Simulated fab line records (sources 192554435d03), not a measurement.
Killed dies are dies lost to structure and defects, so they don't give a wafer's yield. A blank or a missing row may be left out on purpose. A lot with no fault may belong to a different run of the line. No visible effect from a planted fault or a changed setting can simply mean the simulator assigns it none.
Split-lot trial + flow n5_finfet + on a route of 1938 steps: 7 lots, 39 wafers read

ON THE SPLIT
At N5_BEOL_M0_CUTY_DESCUM_61 (chemistry O2, time 7.9 s), the setting time_s was moved away from the recipe's 7.9 s on 15 of the 39 wafers read, by -43.9% to +50.9%. This setting was run at the recipe's value on the other wafers.

Split to reading: the file shows no intervening step.

THE READING
CAR-ArF-block_of_BEOL_M0_CUTY_COAT_51.thk_nm (the simulator's own value, which no gauge read), in nm, at N5_BEOL_M0_CUTY_ETCH_62 (etches SiARC in CF4, time 58.5 s). There is no usual value for it anywhere in the file. The 24 wafers here that ran the recipe average 118.2 nm, standard deviation 0.39 nm.

| wafer  | tool, chamber at the split | time_s as run, s | against the recipe | CAR-ArF-block_of_BEOL_M0_CUTY_COAT_51.thk_nm, nm | against lot-mates on the recipe |
|--------|----------------------------|------------------|--------------------|--------------------------------------------------|---------------------------------|
| L077.1 | rie_diel-02, 1             | 7.9              | recipe             | 119                                              | -                               |
| L077.3 | rie_diel-02, 0             | 7.9              | recipe             | 119                                              | -                               |
| L077.2 | rie_diel-02, 2,3           | 9.403            | +19.0%             | 117.8                                            | -1.1                            |
| L077.6 | rie_diel-02, 2,3           | 9.403            | +19.0%             | 117.8                                            | -1.1                            |
| L077.4 | rie_diel-02, 3             | 7.9              | recipe             | 118.6                                            | -                               |
| L077.5 | rie_diel-02, 0             | 9.403            | +19.0%             | 118.4                                            | -0.5                            |
| L078.1 | rie_diel-02, 1             | 7.9              | recipe             | 118                                              | -                               |
| L078.2 | rie_diel-02, 0,1           | 7.9              | recipe             | 118.4                                            | -                               |
| L078.3 | rie_diel-02, 2             | 4.431            | -43.9%             | 120.4                                            | +2.2                            |
| L078.4 | rie_diel-02, 3             | 4.431            | -43.9%             | 120.6                                            | +2.4                            |
| L078.5 | rie_diel-02, 0,1           | 7.9              | recipe             | 118.2                                            | -                               |
| L078.6 | rie_diel-02, 2             | 4.431            | -43.9%             | 120                                              | +1.8                            |
| L083.1 | rie_diel-03, 1,3,1         | 10.41            | +31.8%             | 117                                              | -1.5                            |
| L083.2 | rie_diel-03, 0             | 7.9              | recipe             | 118.4                                            | -                               |
| L083.3 | rie_diel-03, 1,3,1         | 10.41            | +31.8%             | 117.2                                            | -1.3                            |
| L083.5 | rie_diel-03, 1,3,1         | 10.41            | +31.8%             | 117.2                                            | -1.3                            |
| L083.4 | rie_diel-03, 2             | 7.9              | recipe             | 118.6                                            | -                               |
| L083.6 | rie_diel-03, 2             | 7.9              | recipe             | 118.6                                            | -                               |
| L085.1 | rie_diel-06, 2,3,0         | 7.9              | recipe             | 118.2                                            | -                               |
| L085.2 | rie_diel-06, 1             | 11.92            | +50.9%             | 115.2                                            | -2.9                            |
| L085.3 | rie_diel-06, 2,3,0         | 7.9              | recipe             | 118                                              | -                               |
| L085.6 | rie_diel-06, 2,3,0         | 7.9              | recipe             | 118                                              | -                               |
| L085.4 | rie_diel-06, 0             | 11.92            | +50.9%             | 116.2                                            | -1.9                            |
| L085.5 | rie_diel-06, 3             | 11.92            | +50.9%             | 115.6                                            | -2.5                            |
| L087.3 | rie_diel-03, 3             | 7.9              | recipe             | 118                                              | -                               |
| L087.6 | rie_diel-03, 1             | 7.9              | recipe             | 118                                              | -                               |
| L087.5 | rie_diel-03, 0             | 7.9              | recipe             | 117.8                                            | -                               |
| L093.1 | rie_diel-06, 2             | 7.9              | recipe             | 118.4                                            | -                               |
| L093.2 | rie_diel-06, 3,0           | 5.42             | -31.4%             | 119.8                                            | +1.7                            |
| L093.3 | rie_diel-06, 3,0           | 5.42             | -31.4%             | 119.6                                            | +1.5                            |
| L093.4 | rie_diel-06, 1             | 5.42             | -31.4%             | 119.2                                            | +1.1                            |
| L093.5 | rie_diel-06, 1             | 7.9              | recipe             | 117.8                                            | -                               |
| L093.6 | rie_diel-06, 2             | 7.9              | recipe             | 118.2                                            | -                               |
| L095.1 | rie_diel-03, 1,2           | 7.9              | recipe             | 117.4                                            | -                               |
| L095.2 | rie_diel-03, 0,3           | 7.9              | recipe             | 118.2                                            | -                               |
| L095.6 | rie_diel-03, 0,3           | 7.9              | recipe             | 118.2                                            | -                               |
| L095.3 | rie_diel-03, 1,2           | 7.9              | recipe             | 117.6                                            | -                               |
| L095.4 | rie_diel-03, 3             | 7.9              | recipe             | 118.6                                            | -                               |
| L095.5 | rie_diel-03, 2             | 7.9              | recipe             | 118                                              | -                               |
Where a row lists several chambers, the file gives one row for several wafers and doesn't say which wafer went through which chamber.

THE FIT
A straight line over all 39 wafers: CAR-ArF-block_of_BEOL_M0_CUTY_COAT_51.thk_nm changes by -0.0442 nm for each +1% of time_s; r = -0.93; the points scatter about the line by 0.42 nm.
The same after taking each lot's own level away (the mean of its wafers on the recipe; 39 wafers): -0.0467 nm for each +1%; r = -0.97; scatter 0.27 nm.
On that fit, the largest move of time_s shifts the reading by 2.4 nm.
Measured against the standard deviation above, the lots' own levels, which go from 117.93 to 118.87 nm, span 2.4 times it.
The two slopes are in agreement: the lot-to-lot level therefore moves the slope only a little.
Check: with one of the wafers moved furthest among these (+50.9%) left out of the fit, the line predicts -2.29 nm for it against its lot-mates. It came out at -2.87 nm against them.

THE OTHER SPLITS THESE WAFERS WENT THROUGH
Note: prior to the reading, these wafers also went through further splits. Each is held against what the fit with the lots' levels taken away leaves over:
| other split on the same wafers          | wafers away from the commonest value | r with CAR-ArF-block_of_BEOL_M0_CUTY_COAT_51.thk_nm (lot level and that fit taken away) |
|-----------------------------------------|--------------------------------------|-----------------------------------------------------------------------------------------|
| N5_ZERO_LAYER_DEVELOP_10 develop_time_s | 15                                   | -0.18                                                                                   |
| N5_STI_FIN_REVEAL_ETCHBACK_08 time_s    | 12                                   | -0.05                                                                                   |
| N5_GATE_CUT_DESCUM_18 time_s            | 18                                   | -0.12                                                                                   |

THE WHOLE CHAIN: every reading that the file lists as answering this split, in the file's order
| step                      | what it does                     | reading                                                                                       | change (the file's fit)                | r (the file's) |
|---------------------------|----------------------------------|-----------------------------------------------------------------------------------------------|----------------------------------------|----------------|
| N5_BEOL_M0_CUTY_DESCUM_61 | chemistry O2, time 7.9 s         | CAR-ArF-block_of_BEOL_M0_CUTY_COAT_51.thk_nm (the simulator's own value, which no gauge read) | -0.0457 nm for each +1% of the setting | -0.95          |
| N5_BEOL_M0_CUTY_ETCH_62   | etches SiARC in CF4, time 58.5 s | CAR-ArF-block_of_BEOL_M0_CUTY_COAT_51.thk_nm (the simulator's own value, which no gauge read) | -0.0467 nm for each +1% of the setting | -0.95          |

FILE'S OWN FIT
CAR-ArF-block_of_BEOL_M0_CUTY_COAT_51.thk_nm changes by -0.0467 nm for each +1% of time_s, r = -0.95.
